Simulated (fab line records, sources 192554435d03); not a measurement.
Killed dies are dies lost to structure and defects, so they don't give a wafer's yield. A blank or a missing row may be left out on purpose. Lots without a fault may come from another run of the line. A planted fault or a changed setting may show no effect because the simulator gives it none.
fab line records | flow n5_finfet
record lots=11 wafers=29 last_day=17
route steps=1938 shown ZERO_LAYER@14 WELL_APT@30 FIN_SAQP@94 PASSIVATION@1936
lots that met no fault: from a run of the same line without faults
start_h: hours from the record's first day to the start of the lot's first wafer shown | wait_h: hours since the lot's step before | " the same as in the row above | L1.1+2: a row that stands for several wafers | - no value, or no start given | * or withheld: withheld | < > ~ a bound
route shown NAME@n: a module of which the file shows steps, and the number in the route of the first | usual: mean/standard deviation of fault-free wafers | same: alike in all rows | chamber/n: place in a boat | sites: the reading at each site | _std_site: their standard deviation | _edge_site: outer sites' mean less inner sites' | radius_mm: how far each site lies from the wafer's centre | mask NAME#n: copy n | behind: the tool/chamber that last shaped the wafer | hold: why the lot was held/for how many hours/how that ended | device: the transistor (n, p or np) that didn't switch | end of line: the same wafers' tests at the end of the route | a step without rows: its recipe alone | killed: dies lost to structure and defects at the first sort, not the wafer's yield | map: a wafer's dies, x killed, . not, _ none there
set.NAME: the setting as run; set.NAME@STEP: as run at that earlier step | model.NAME: the simulator's own value behind a step, which no gauge read
steps of the route over a sample of lots; a table a step, a row a wafer
services: from which hour (start_h, from the record's first day; less than 0 if before it) a tool's chamber was out of use, for how many hours, and why
## steps
# step N5_ZERO_LAYER_DESCUM_16
# recipe chemistry=O2 time_s=7.9 source_power_w=50 bias_power_w=20 pressure_mtorr=20 rf_frequency_hz=2.712e+07 temp_c=40 o2_flow_sccm=225
# usual drypump_motor_current_A=5.7/0.49 oes_product_au=0.79/0.094 rf_vpp_V=243.1/1.2 showerhead_plenum_p_Torr=2.09/0.064 throttle_valve_pct=20.35/0.2
# columns lot.wafer tool chamber start_h wait_h drypump_motor_current_A oes_product_au rf_hours_counter_h rf_vpp_V showerhead_plenum_p_Torr throttle_valve_pct
L654.1 rie_diel-06 1 18.68 0.0 6.6 0.97 6 244.8 2.23 20.32
L654.3 " 2 " " 5.7 0.72 172 242.9 2.08 20.14
L654.6 " 1 " " 6.6 0.97 - 245.7 2.23 20.32
L656.1 rie_diel-06 3 31.23 0.3 5.9 0.96 2 243.4 2.06 20.14
L656.2 " 0 " " 5.8 0.68 229 243.2 2.08 20.57
L656.5 " 0 " " 5.8 0.68 - 243.1 2.08 20.58
L659.1 rie_diel-02 2 48.70 0.0 6.0 0.71 236 242.3 2.07 20.73
L659.4 " 1 " " 6.0 0.69 232 243.0 2.06 20.60
L659.6 " 2 " " 6.0 0.71 - 243.6 2.07 20.75
L666.1 rie_diel-06 3 90.68 0.0 5.9 0.90 20 241.7 2.05 20.15
L666.2 " 1 " " 6.6 0.93 27 245.4 2.22 20.35
L666.3 " 2 " " 5.6 0.71 193 243.3 2.08 20.16
L668.1 rie_diel-06 2 102.68 0.0 5.6 0.71 196 244.6 2.08 20.19
L668.3 " 0 " " 5.8 0.66 251 241.8 2.07 20.61
L668.6 " 0 " " 5.8 0.67 - 241.1 2.07 20.61
L670.1 rie_diel-01 1 114.82 0.0 5.8 0.77 130 242.7 2.01 20.08
L670.2 " 0 " " 5.7 0.77 128 244.3 2.19 20.52
L671.1 rie_diel-06 3 120.77 0.1 5.9 0.89 29 242.1 2.05 20.16
L671.3 " 1 " " 6.6 0.90 36 245.5 2.21 20.35
L672.4 rie_diel-02 1 126.70 0.1 6.0 0.68 - 242.5 2.05 20.64
L672.5 " 0 " " 5.9 0.73 - 242.1 2.07 20.45
L673.1 rie_diel-01 3 132.70 0.0 4.7 0.84 76 241.3 2.04 20.23
L673.6 " 1 " " 5.8 0.77 - 242.0 2.01 20.09
L675.3 rie_diel-01 1 144.86 0.1 5.8 0.75 140 241.7 2.01 20.11
L675.4 " 0 " " 5.7 0.76 139 244.9 2.18 20.55
L675.6 " 3 " " 4.7 0.83 - 241.9 2.04 20.24
L676.2 rie_diel-01 2 150.81 0.0 4.9 0.83 65 242.1 2.05 20.24
L676.3 " 3 " " 4.7 0.84 83 240.9 2.03 20.23
L676.6 " 3 " " 4.7 0.84 - 241.1 2.03 20.25
# step N5_ZERO_LAYER_STRIP_24
# recipe chemistry=O2 power_w=1000 temp_c=250 overash_fraction=0.3 pressure_mtorr=1000 o2_flow_sccm=6750
# usual drypump_motor_current_A=5.65/0.22 heater_power_w=349/27 oes_product_au=0.647/0.0046 strip_time_to_endpoint_s=43.85/0.094
# columns lot.wafer tool chamber start_h wait_h drypump_motor_current_A heater_power_w oes_product_au rf_hours_counter_h strip_time_to_endpoint_s
L654.1 plasma_asher-02 1 18.89 0.1 5.67 297 0.644 25 43.76
L654.3 " 1 " " 5.69 303 0.646 - 43.73
L654.6 " 1 " " 5.66 308 0.643 - 43.70
L656.1 plasma_asher-02 0 31.45 0.1 5.23 388 0.648 28 43.83
L656.2 " 1 " " 5.65 318 0.655 28 43.89
L656.5 " 1 " " 5.68 308 0.640 - 43.73
L659.1 plasma_asher-01 1 48.92 0.1 5.74 347 0.644 81 43.98
L659.4 " 1 " " 5.74 341 0.655 - 44.00
L659.6 " 0 " " 5.85 362 0.642 - 43.86
L666.1 plasma_asher-01 0 90.89 0.1 5.83 367 0.648 89 43.94
L666.2 " 1 " " 5.74 337 0.651 89 43.96
L666.3 " 0 " " 5.82 350 0.648 - 44.05
L668.1 plasma_asher-02 0 102.89 0.1 5.24 388 0.643 41 43.65
L668.3 " 0 " " 5.23 394 0.647 - 43.72
L668.6 " 0 " " 5.25 392 0.651 - 43.72
L670.1 plasma_asher-02 0 115.03 0.1 5.24 395 0.655 42 43.68
L670.2 " 1 " " 5.64 308 0.651 42 43.80
L671.1 plasma_asher-02 1 120.98 0.1 5.65 308 0.650 43 43.83
L671.3 " 1 " " 5.72 311 0.653 - 44.00
L672.4 plasma_asher-02 1 126.91 0.1 5.70 312 0.649 - 43.79
L672.5 " 1 " " 5.67 304 0.657 - 43.82
L673.1 plasma_asher-02 1 132.91 0.1 5.67 310 0.644 45 43.82
L673.6 " 1 " " 5.74 318 0.644 - 43.89
L675.3 plasma_asher-01 0 145.09 0.1 5.80 358 0.640 - 43.82
L675.4 " 1 " " 5.74 349 0.655 - 43.92
L675.6 " 0 " " 5.79 355 0.645 - 43.85
L676.2 plasma_asher-01 0 151.02 0.1 5.81 358 0.644 104 43.82
L676.3 " 1 " " 5.76 350 0.643 - 43.67
L676.6 " 0 " " 5.81 366 0.642 - 43.74
# step N5_ZERO_LAYER_INSPECT_20
# recipe inspect_instrument=darkfield mode=post_clean
# usual raw_defect_count=43/20
# columns lot.wafer tool chamber start_h wait_h raw_defect_count
L654.1 defect_inspect-02 - 19.50 0.0 33
L654.3 " - " " 28
L654.6 " - " " 13
L656.1 defect_inspect-02 - 32.06 0.0 41
L656.2 " - " " 33
L656.5 " - " " 30
L659.1 defect_inspect-02 - 49.28 0.0 61
L659.4 " - " " 52
L659.6 " - " " 32
L666.1 defect_inspect-02 - 91.25 0.0 53
L666.2 " - " " 57
L666.3 " - " " 71
L668.1 defect_inspect-01 - 103.25 0.0 26
L668.3 " - " " 27
L668.6 " - " " 36
L670.1 defect_inspect-02 - 115.39 0.0 70
L670.2 " - " " 363
L671.1 defect_inspect-01 - 121.34 0.0 340
L671.3 " - " " 401
L672.4 defect_inspect-02 - 127.26 0.0 309
L672.5 " - " " 311
L673.1 defect_inspect-02 - 133.30 0.0 376
L673.6 " - " " 322
L675.3 defect_inspect-02 - 145.43 0.0 55
L675.4 " - " " 38
L675.6 " - " " 51
L676.2 defect_inspect-02 - 151.38 0.0 41
L676.3 " - " " 32
L676.6 " - " " 44
# step N5_WELL_APT_INSPECT_10
# recipe mode=adi inspect_instrument=macro
# usual raw_defect_count=2.0/1.5
# columns lot.wafer tool chamber start_h wait_h raw_defect_count
L654.1 defect_inspect-02 - 19.86 0.0 2
L654.3 " - " " 0
L654.6 " - " " 1
L656.1 defect_inspect-02 - 32.41 0.0 1
L656.2 " - " " 3
L656.5 " - " " 1
L659.1 defect_inspect-02 - 49.64 0.0 1
L659.4 " - " " 1
L659.6 " - " " 1
L666.1 defect_inspect-02 - 91.61 0.0 2
L666.2 " - " " 4
L666.3 " - " " 4
L668.1 defect_inspect-02 - 103.61 0.0 5
L668.3 " - " " 2
L668.6 " - " " 0
L670.1 defect_inspect-01 - 115.87 0.0 0
L670.2 " - " " >300
L671.1 defect_inspect-01 - 121.83 0.0 289
L671.3 " - " " >300
L672.4 defect_inspect-02 - 127.61 0.0 >300
L672.5 " - " " 290
L673.1 defect_inspect-02 - 133.78 0.0 >300
L673.6 " - " " >300
L675.3 defect_inspect-02 - 145.91 0.0 1
L675.4 " - " " 0
L675.6 " - " " 1
L676.2 defect_inspect-01 - 151.74 0.0 6
L676.3 " - " " 5
L676.6 " - " " 2
# step N5_WELL_APT_EPI_41
# recipe material=Si target_thk_a=500 temp_c=650 precursor=SiH4/H2 pressure_torr=20 time_s=297.7
# usual throttle_valve_pct=11.51/0.3
# columns lot.wafer tool chamber start_h wait_h throttle_valve_pct
L654.1 epi_rpcvd-04 0 22.18 0.0 11.07
L654.3 " 0 " " 11.37
L654.6 " 0 " " 11.20
L656.1 epi_rpcvd-02 0 34.64 0.0 11.44
L656.2 " 0 " " 11.27
L656.5 " 0 " " 11.43
L659.1 epi_rpcvd-04 0 51.85 0.0 11.58
L659.4 " 0 " " 11.04
L659.6 " 0 " " 11.09
L666.1 epi_rpcvd-04 0 94.26 0.0 11.19
L666.2 " 0 " " 11.47
L666.3 " 0 " " 11.35
L668.1 epi_rpcvd-03 0 106.12 0.0 11.91
L668.3 " 0 " " 11.83
L668.6 " 0 " " 11.77
L670.1 epi_rpcvd-03 0 118.19 0.0 11.91
L670.2 " 0 " " 11.79
L671.1 epi_rpcvd-02 0 124.23 0.0 11.25
L671.3 " 0 " " 11.42
L672.4 epi_rpcvd-04 0 130.24 0.3 11.45
L672.5 " 0 " " 11.09
L673.1 epi_rpcvd-03 0 136.50 0.0 12.00
L673.6 " 0 " " 11.95
L675.3 epi_rpcvd-04 0 148.45 0.3 11.44
L675.4 " 0 " " 11.52
L675.6 " 0 " " 11.52
L676.2 epi_rpcvd-03 0 154.07 0.1 12.02
L676.3 " 0 " " 11.81
L676.6 " 0 " " 11.51
# step N5_WELL_APT_INSPECT_38
# recipe inspect_instrument=darkfield mode=post_epi
# usual raw_defect_count=13/5
# columns lot.wafer tool chamber start_h wait_h raw_defect_count
L654.1 defect_inspect-02 - 22.81 0.5 7
L654.3 " - " " 18
L654.6 " - " " 17
L656.1 defect_inspect-02 - 35.47 0.7 19
L656.2 " - " " 4
L656.5 " - " " 15
L659.1 defect_inspect-02 - 52.48 0.5 13
L659.4 " - " " 14
L659.6 " - " " 10
L666.1 defect_inspect-01 - 94.90 0.5 11
L666.2 " - " " 18
L666.3 " - " " 12
L668.1 defect_inspect-02 - 106.75 0.5 14
L668.3 " - " " 12
L668.6 " - " " 11
L670.1 defect_inspect-01 - 118.82 0.5 12
L670.2 " - " " 317
L671.1 defect_inspect-02 - 124.87 0.5 302
L671.3 " - " " 340
L672.4 defect_inspect-01 - 130.58 0.2 311
L672.5 " - " " 306
L673.1 defect_inspect-01 - 137.14 0.5 344
L673.6 " - " " 314
L675.3 defect_inspect-01 - 149.04 0.5 21
L675.4 " - " " 16
L675.6 " - " " 20
L676.2 defect_inspect-01 - 154.61 0.4 18
L676.3 " - " " 15
L676.6 " - " " 14
# step N5_FIN_SAQP_ALD_61
# recipe material=SiO2 target_thk_a=40 temp_c=300 ald_precursor_family=BDEAS ald_co_reactant=O2-plasma pulse_time_s=1 purge_time_s=2 co_reactant_purge_time_s=2 ald_cycles=43 pressure_torr=2
# usual heater_power_w=449/41 precursor_pulse_height_rel=1.005/0.021
# same pulse_time_s=1
# columns lot.wafer tool chamber start_h wait_h heater_power_w precursor_pulse_height_rel since_wet_clean_h
L654.1 ald_sin-04 2 26.78 0.0 442 0.957 125
L654.3 " 1 " " 461 1.007 125
L654.6 " 0 " " 378 0.988 -
L656.1 ald_sin-04 2 39.75 0.3 431 1.006 138
L656.2 " 0 " " 392 1.012 138
L656.5 " 1 " " 444 1.004 -
L659.1 ald_sin-01 3 55.88 0.0 418 1.001 245
L659.4 " 0 " " 410 1.043 245
L659.6 " 1 " " 543 0.996 -
L666.1 ald_sin-04 0 99.20 0.9 382 1.038 197
L666.2 " 3 " " 457 1.004 197
L666.3 " 1 " " 450 0.998 197
L668.1 ald_sin-02 1 110.57 0.0 459 1.022 103
L668.3 " 3 " " 497 1.001 103
L668.6 " 1 " " 462 0.995 -
L670.1 ald_sin-02 3 122.09 0.0 499 1.006 114
L670.2 " 1 " " 456 1.018 114
L671.1 ald_sin-01 0 128.14 0.0 421 1.020 317
L671.3 " 1 " " 540 1.006 317
L672.4 ald_sin-04 2 134.42 0.2 446 1.002 232
L672.5 " 0 " " 376 1.011 -
L673.1 ald_sin-04 2 141.44 0.5 443 1.008 239
L673.6 " 3 " " 461 1.012 -
L675.3 ald_sin-02 1 153.66 1.1 459 1.017 146
L675.4 " 3 " " 497 1.006 146
L675.6 " 0 " " 518 0.992 -
L676.2 ald_sin-04 1 159.64 0.8 457 0.987 257
L676.3 " 0 " " 394 1.019 257
L676.6 " 0 " " 391 1.016 -
# step N5_PASSIVATION_PROBE_49
# usual killed_at_M0_to_M3=35/11 killed_at_M4_up=14/5.4 killed_at_contacts=12/6.2 killed_at_front_end=38/11 killed_at_other=4.1/2.8 killed_dies=103/17 killed_on_rim=13/4 killed_open=66/13 killed_short=34/8.2
# same gross_dies=1180 killed_at_back_side=0
# columns lot.wafer tool chamber start_h wait_h killed_at_M0_to_M3 killed_at_M4_up killed_at_contacts killed_at_front_end killed_at_other killed_dies killed_on_rim killed_open killed_short
L666.1 prober-02 - 345.97 0.0 23 13 12 39 5 92 17 59 29
L666.2 prober-02 - 346.02 0.1 37 10 8 40 5 100 14 67 31
L666.3 prober-02 - 346.07 0.1 27 15 7 68 5 122 13 81 40
L670.1 prober-01 - 383.29 0.0 48 13 4 25 4 94 15 61 32
L670.2 prober-01 - 383.34 0.1 26 17 3 84 2 132 26 57 20
L671.1 prober-02 - 386.82 0.0 34 10 6 97 5 152 25 64 37
L671.3 prober-02 - 386.92 0.1 38 11 2 86 8 145 26 60 28
L673.1 prober-01 - 410.42 0.0 40 10 15 97 4 166 29 72 37
L673.6 prober-01 - 410.67 0.3 41 10 6 83 5 145 29 61 24
L672.4 prober-02 - 411.10 0.2 24 11 15 132 1 183 35 85 34
L672.5 prober-02 - 411.15 0.2 30 6 6 99 2 143 30 57 30
# killed by level:class
L666.1 FIN_SAQP:geometric_particle:open=10 STI_FIN_REVEAL:geometric_particle:open=8 FIN_SAQP:geometric_particle:short=7 MOL_CONTACT_COAG:geometric_particle:open=7 BEOL_M0_SAQP:geometric_particle:short=5 BEOL_M3:geometric_particle:open=5 BEOL_M4:geometric_particle:open=5 BEOL_M0_SAQP:geometric_particle:open=4
L666.2 STI_FIN_REVEAL:geometric_particle:open=16 FIN_SAQP:geometric_particle:open=7 GATE_CUT:geometric_particle:short=6 BEOL_M0_SAQP:geometric_particle:open=6 BEOL_M1:geometric_particle:open=6 BEOL_M2:geometric_particle:open=6 MOL_CONTACT_COAG:geometric_particle:open=5 BEOL_M4:geometric_particle:open=5
L666.3 STI_FIN_REVEAL:geometric_particle:open=23 BEOL_M0_SAQP:geometric_particle:short=8 ILD0:geometric_particle:short=7 MOL_CONTACT_COAG:geometric_particle:open=7 FIN_SAQP:geometric_particle:open=6 FIN_SAQP:geometric_particle:short=6 BEOL_M4:geometric_particle:open=6 DUMMY_GATE:geometric_particle:open=5
L670.1 BEOL_M3:geometric_particle:open=11 BEOL_M2:geometric_particle:open=9 BEOL_M0_SAQP:geometric_particle:open=7 BEOL_M1:geometric_particle:open=6 FIN_SAQP:geometric_particle:open=4 FIN_SAQP:geometric_particle:short=4 GATE_CUT:geometric_particle:open=4 GATE_CUT:geometric_particle:short=4
L670.2 ZERO_LAYER:unspecified=54 BEOL_M2:geometric_particle:open=8 GATE_CUT:geometric_particle:open=7 GATE_CUT:geometric_particle:short=6 BEOL_M5:geometric_particle:open=6 FIN_SAQP:geometric_particle:open=4 BEOL_M0_SAQP:geometric_particle:open=4 BEOL_M1:geometric_particle:open=4
L671.1 ZERO_LAYER:unspecified=50 FIN_SAQP:geometric_particle:open=17 FIN_SAQP:geometric_particle:short=7 MOL_CONTACT_COAG:geometric_particle:open=6 BEOL_M0_SAQP:geometric_particle:open=6 BEOL_M2:geometric_particle:open=6 DUMMY_GATE:geometric_particle:open=5 BEOL_M0_SAQP:geometric_particle:short=5
L671.3 ZERO_LAYER:unspecified=54 BEOL_M2:geometric_particle:open=14 BEOL_M0_SAQP:geometric_particle:short=9 BEOL_M0_SAQP:geometric_particle:open=7 STI_FIN_REVEAL:geometric_particle:open=6 GATE_CUT:geometric_particle:short=5 STARTING-WAFER:geometric_particle:open=5 FIN_SAQP:geometric_particle:short=4
L673.1 ZERO_LAYER:unspecified=57 BEOL_M0_SAQP:geometric_particle:open=15 MOL_CONTACT_COAG:geometric_particle:open=12 BEOL_M0_SAQP:geometric_particle:short=12 GATE_CUT:geometric_particle:short=11 FIN_SAQP:geometric_particle:open=7 GATE_CUT:geometric_particle:open=7 BEOL_M4:geometric_particle:open=6
L673.6 ZERO_LAYER:unspecified=55 BEOL_M0_SAQP:geometric_particle:open=15 BEOL_M0_SAQP:geometric_particle:short=8 BEOL_M1:geometric_particle:open=8 BEOL_M3:geometric_particle:open=5 FIN_SAQP:geometric_particle:open=4 DUMMY_GATE:geometric_particle:open=4 STI_FIN_REVEAL:geometric_particle:open=3
L672.4 ZERO_LAYER:unspecified=61 FIN_SAQP:geometric_particle:open=23 STI_FIN_REVEAL:geometric_particle:open=15 MOL_CONTACT_COAG:geometric_particle:open=13 FIN_SAQP:geometric_particle:short=10 BEOL_M3:geometric_particle:open=8 STI_FIN_REVEAL:geometric_particle:short=6 DUMMY_GATE:geometric_particle:open=4
L672.5 ZERO_LAYER:unspecified=54 FIN_SAQP:geometric_particle:open=15 BEOL_M3:geometric_particle:open=9 GATE_CUT:geometric_particle:short=8 BEOL_M1:geometric_particle:open=7 STI_FIN_REVEAL:geometric_particle:open=6 MOL_CONTACT_COAG:geometric_particle:open=6 BEOL_M0_SAQP:geometric_particle:short=6
## services
# columns tool chamber start_h hours kind
ald_sin-01 1 -5.27 2.8 repair
ald_sin-01 0 -2.41 13.3 repair
ald_sin-04 - 2.88 2.5 repair
rie_diel-06 3 3.69 - clean
rie_diel-06 3 3.69 - consumable_replace:focus_ring
rie_diel-06 3 3.69 17.7 scheduled_down
rie_diel-06 3 3.69 17.7 vent_cycle
ald_sin-04 0 5.84 3.0 repair
ald_sin-04 2 11.73 2.1 repair
ald_sin-01 - 13.03 0.2 repair
rie_diel-01 - 40.32 0.4 repair
ald_sin-02 1 41.32 14.1 repair
plasma_asher-02 - 85.11 14.6 pm
rie_diel-01 3 89.53 8.7 repair
rie_diel-01 3 103.31 18.9 repair
rie_diel-02 2 105.26 7.6 repair
plasma_asher-02 - 105.73 2.8 pm
rie_diel-06 0 115.84 5.3 repair
rie_diel-06 0 121.19 - clean
epi_rpcvd-03 - 127.45 2.8 pm
rie_diel-06 1 128.14 16.7 repair
rie_diel-02 2 132.32 6.3 repair
ald_sin-01 - 136.65 28.1 pm
rie_diel-06 2 142.69 23.3 repair
## key
first_sign step=N5_ZERO_LAYER_INSPECT_20 reading=raw_defect_count direction=up sigmas=15 usual=43 struck=346
effect step=N5_WELL_APT_INSPECT_10 reading=raw_defect_count direction=up sigmas=99+ usual=2.0 struck=>297
effect step=N5_WELL_APT_INSPECT_38 reading=raw_defect_count direction=up sigmas=62 usual=13 struck=319
effect step=N5_PASSIVATION_PROBE_49 reading=killed_at_front_end direction=up sigmas=5.2 usual=38 struck=97
more_kills_born_at N5_ZERO_LAYER_STRIP_24@plasma_asher-02=385
met_at N5_ZERO_LAYER_STRIP_24
struck_lots L670,L671,L672,L673
struck_wafers L670.2,L671.1,L671.3,L672.4,L672.5,L673.1,L673.6
tester_left_out L670,L671,L672,L673
not_acting_at N5_ZERO_LAYER_DESCUM_16,N5_WELL_APT_EPI_41,N5_FIN_SAQP_ALD_61
onset_between 31.45 115.03
fault kind=chamber_particle_source tool=plasma_asher-02 chamber=1 onset_h=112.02 steps=N5_ZERO_LAYER_STRIP_24 rate_per_visit_cm2=0.47158
# tester_left_out: of these lots the tester's yield and bins aren't shown, on N5 and GAA mostly nor the transistor test; their killed dies are dies lost to structure and defects alone, not to doping, threshold or leakage, so they don't give the yield
